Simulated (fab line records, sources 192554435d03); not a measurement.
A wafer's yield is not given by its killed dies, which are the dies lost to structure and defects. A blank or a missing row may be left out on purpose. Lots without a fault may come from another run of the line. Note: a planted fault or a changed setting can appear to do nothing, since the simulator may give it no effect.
Chamber matching    flow n5 finfet    pecvd-04 running N5_BEOL_M0_SAQP_ILD_DEP_01: 3 sister chambers
The step deposits SiOC from DEMS/O2, target thk 45.419 nm, time 8.7 s. 6 wafers are shown with their chamber, then 10 later ones without.

## EACH WAFER AND ITS CHAMBER
wafer   chamber  throttle valve pct (%)  heater power w (W)
L085.6  2        10.6                    474
L086.1  0        12.0                    514
L086.2  1        11.3                    609
L086.3  2        10.9                    443
L089.1  0        12.3                    534
L089.4  1        11.3                    579

## WAFERS WHOSE CHAMBER IS MISSING
wafer   throttle valve pct (%)  heater power w (W)
L089.6  11.1                    446
L090.1  12.0                    543
L090.5  11.1                    594
L090.6  12.2                    535
L094.4  11.5                    628
L094.5  11.0                    494
L094.6  11.7                    478
L095.1  12.0                    553
L095.3  11.3                    508
L095.6  11.9                    557

## CHAMBER TAKEN BY EACH
wafer   from the rows above           in truth
L089.6  2                             2
L090.1  0                             0
L090.5  1                             1
L090.6  0                             0
L094.4  1                             1
L094.5  2                             2
L094.6  0                             0
L095.1  0                             0
L095.3  can't be placed: 2 or 1 or 0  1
L095.6  can't be placed: 0 or 1       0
Placed correctly: 8 of 10. From these rows, 2 cannot be placed; in 2 the true chamber is one of the candidates. Wrongly placed: 0.
How it was worked out, from the rows above alone: a wafer's distance from a chamber is the root of the sum, over the readings, of the square of ((its reading less the chamber's mean) divided by the reading's scatter). The wafer belongs to the nearest chamber; if the next one is less than 2 further off, it can't be placed. The mean given for a chamber averages the wafers shown for that chamber. The scatter: the root of (the sum of the squares of (reading less its chamber's mean) over the shown wafers, divided by (wafers less chambers)).
